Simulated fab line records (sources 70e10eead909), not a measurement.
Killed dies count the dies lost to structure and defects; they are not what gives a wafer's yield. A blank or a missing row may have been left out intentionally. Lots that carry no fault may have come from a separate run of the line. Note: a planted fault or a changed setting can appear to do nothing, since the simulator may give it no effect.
Which tool did it? ; flow nand harc ; 12 lots with 36 wafers sampled at 5 steps, on a route of 1302 steps

## WHAT THE GAUGES SHOWED, per wafer
NHARC_A_M0_INSPECT_27. Usual: raw defect count at 534, with a standard deviation of 160.
lot;measured;on;raw defect count;flag
L749;day 23 09:26;defect inspect-01;502 388 567;
L755;day 25 17:35;defect inspect-02;441 590 523;
L756;day 26 01:13;defect inspect-02;675 741 877;
L759;day 27 11:53;defect inspect-02;504 628 474;
L760;day 27 19:16;defect inspect-02;605 619 782;
L762;day 28 19:28;defect inspect-01;554 457 481;
L764;day 30 00:33;defect inspect-01;484 588 518;
L765;day 30 01:25;defect inspect-02;376 466 402;
L766;day 30 07:37;defect inspect-02;308 322 429;
L767;day 30 09:34;defect inspect-01;737 518 716;
L768;day 30 16:01;defect inspect-01;387 415 505;
L770;day 31 14:59;defect inspect-01;513 613 534;

NHARC_END_SORT_01. Usual: value, then standard deviation, for each; defect limited yield 90.9 % / 2.8; killed at array 56 / 19; killed at other 1.0 / 1.3; killed at periphery 3.8 / 2.2; killed dies 61 / 19; killed open 3.1 / 1.9; killed short 2.3 / 1.5.
lot;measured;on;defect limited yield (%);killed at array;killed at other;killed at periphery;killed dies;killed open;killed short;flag
L764;day 31 15:49;prober-02;88.2 87.6 88.8;75 80 69;0 0 0;5 4 7;80 84 76;1 5 6;3 3 0;
L765;day 31 20:24;prober-01;92.3 90.7 89.2;49 57 67;0 0 0;3 6 6;52 63 73;2 7 6;4 1 1;

## EACH LOT AND THE TOOL THAT RAN IT (in order: tool; ch and the chambers of the sampled wafers; start)
lot;NHARC_A_M1_DEP_33;NHARC_A_BONDPAD_DEP_00;NHARC_A_BONDPAD_ETCH_34
L749;pecvd-01 ch 0,1,2, day 23 13:37;pecvd-04 ch 0,1,2, day 23 14:11;rie diel-06 ch 0,2,3, day 23 15:42
L755;pecvd-01 ch 0,2, day 25 22:01;pecvd-04 ch 0,2, day 25 22:29;rie diel-08 ch 0,3, day 26 00:00
L756;pecvd-01 ch 0,1,2, day 26 05:39;pecvd-04 ch 0,2, day 26 06:15;rie diel-06 ch 0,1, day 26 07:33
L759;pecvd-03 ch 0,1,2, day 27 16:34;pecvd-02 ch 0,1,2, day 27 17:07;rie diel-06 ch 0,1,2, day 27 18:31
L760;pecvd-02 ch 0,1,2, day 27 23:26;pecvd-03 ch 0,2, day 28 00:02;rie diel-06 ch 0,3, day 28 01:31
L762;pecvd-01 ch 0,1, day 28 23:40;pecvd-03 ch 1,2, day 29 00:16;rie diel-06 ch 1,2,3, day 29 01:44
L764;pecvd-02 ch 0,1, day 30 04:53;pecvd-04 ch 0,2, day 30 05:26;rie diel-08 ch 1,2,3, day 30 06:55
L765;pecvd-01 ch 0,1,2, day 30 05:47;pecvd-04 ch 0,1,2, day 30 06:26;rie diel-08 ch 0,2,3, day 30 07:44
L766;pecvd-01 ch 0,1,2, day 30 11:58;pecvd-02 ch 0,1, day 30 12:34;rie diel-06 ch 1,2,3, day 30 13:52
L767;pecvd-01 ch 0,1,2, day 30 13:56;pecvd-04 ch 1,2, day 30 14:32;rie diel-08 ch 1,2,3, day 30 16:01
L768;pecvd-01 ch 0,1,2, day 30 20:19;pecvd-03 ch 0,1,2, day 30 20:53;rie diel-06 ch 0,1,2, day 30 22:10
L770;pecvd-02 ch 0,2, day 31 20:20;pecvd-04 ch 0,2, day 31 20:58;rie diel-06 ch 1,3, day 31 22:17
- NHARC_A_M1_DEP_33: deposits SiCN, target thk 30 nm.
- NHARC_A_BONDPAD_DEP_00: deposits SiCN, target thk 250 nm.
- NHARC_A_BONDPAD_ETCH_34: etches the open film in N2/H2, target depth 60 nm, overetch 18 nm, time 65.91 s.

## AS READ BY THE TOOLS THEMSELVES (means over the sampled wafers that have a number; for cases with no such wafer, the mark the record gives instead)
NHARC_A_M1_DEP_33. Usual: heater power w 623 W, standard deviation 100; rf fwd power W 449.0 W, standard deviation 1.5; showerhead vpp V 1302 V, standard deviation 64; susceptor temp C 370.05 C, standard deviation 0.23.
lot;tool;heater power w (W);rf fwd power W (W);showerhead vpp V (V);susceptor temp C (C);flag
L749;pecvd-01;669;450.2;1310;370.14;
L755;pecvd-01;557;449.4;1336;370.07;
L756;pecvd-01;574;449.3;1312;370.14;
L759;pecvd-03;551;447.9;1293;369.83;
L760;pecvd-02;622;448.0;1297;370.02;
L762;pecvd-01;707;449.8;1260;369.98;
L764;pecvd-02;670;447.7;1329;370.00;
L765;pecvd-01;583;448.3;1317;370.11;
L766;pecvd-01;569;448.6;1315;370.05;
L767;pecvd-01;566;447.6;1303;370.08;
L768;pecvd-01;605;450.5;1311;370.14;
L770;pecvd-02;727;447.1;1279;370.04;

NHARC_A_BONDPAD_DEP_00. Usual: heater power w 608 W, standard deviation 94; rf fwd power W 449.0 W, standard deviation 1.3; showerhead vpp V 1313 V, standard deviation 34; susceptor temp C 369.97 C, standard deviation 0.2.
lot;tool;heater power w (W);rf fwd power W (W);showerhead vpp V (V);susceptor temp C (C);flag
L749;pecvd-04;592;449.5;1321;370.26;
L755;pecvd-04;723;267.9;1035;370.23;OFF
L756;pecvd-04;738;268.3;1033;370.04;OFF
L759;pecvd-02;652;449.1;1303;369.98;
L760;pecvd-03;570;447.3;1290;369.94;
L762;pecvd-03;501;449.1;1291;369.83;
L764;pecvd-04;619;450.2;1329;370.11;
L765;pecvd-04;592;448.7;1322;370.16;
L766;pecvd-02;694;448.3;1320;369.94;
L767;pecvd-04;595;449.4;1340;369.94;
L768;pecvd-03;600;451.1;1303;369.72;
L770;pecvd-04;651;448.9;1334;369.94;

NHARC_A_BONDPAD_ETCH_34. Usual: value, then standard deviation, for each; drypump motor current A 5.7 A / 0.42; mfc ar sccm 0.011 sccm / 0.014; oes product au 0.993 a.u. / 0.012; rf fwd power W 396.4 W / 1.6; rf vpp V 431.9 V / 2.8; showerhead plenum p Torr 2.09 Torr / 0.099; throttle valve pct 14.170 % / 0.0095.
lot;tool;drypump motor current A (A);mfc ar sccm (sccm);oes product au (a.u.);rf fwd power W (W);rf vpp V (V);showerhead plenum p Torr (Torr);throttle valve pct (%);flag
L749;rie diel-06;5.5;0.014;0.982;396.3;433.7;2.16;14.166;
L755;rie diel-08;6.0;0.012;1.002;398.2;430.4;2.01;14.177;
L756;rie diel-06;5.8;0.006;0.981;396.2;431.0;2.06;14.165;
L759;rie diel-06;5.5;0.020;0.988;394.8;432.5;2.10;14.166;
L760;rie diel-06;5.9;0.000;0.994;397.1;433.6;2.16;14.170;
L762;rie diel-06;5.5;0.020;1.004;396.5;432.0;2.12;14.174;
L764;rie diel-08;5.7;0.010;1.001;396.8;429.2;1.97;14.165;
L765;rie diel-08;5.8;0.008;1.001;395.7;429.9;2.04;14.164;
L766;rie diel-06;5.5;0.020;1.000;396.0;432.7;2.12;14.169;
L767;rie diel-08;5.7;0.010;0.992;396.4;428.7;1.97;14.171;
L768;rie diel-06;5.4;0.020;0.995;396.0;432.3;2.09;14.177;
L770;rie diel-06;5.8;0.013;1.000;397.4;431.2;2.06;14.166;

## THE ANSWER, worked out from the rows above alone
Rule: a lot is off if the mean of its wafers that have a number lies more than 3 standard deviations from the usual mean. A lot without any number at a reading at which 4 lots or more have one is off too. Where the step has rows for the other lots, those lots are counted as sound. First the gauges in route order, then the tools' own readings, where a lot's mean is used as printed above. At the first step where some lot is off, the reading lying furthest off is the one used; lots without a number count as furthest.
Off, at NHARC_A_BONDPAD_DEP_00 on rf fwd power W: L755, L756.
A tool fits if, at that step or a process step before it, it ran every lot that is off, and no sound lot after the first of them. Not one of the candidates tried fits.

## WHAT WAS PUT IN BY THE SIMULATOR
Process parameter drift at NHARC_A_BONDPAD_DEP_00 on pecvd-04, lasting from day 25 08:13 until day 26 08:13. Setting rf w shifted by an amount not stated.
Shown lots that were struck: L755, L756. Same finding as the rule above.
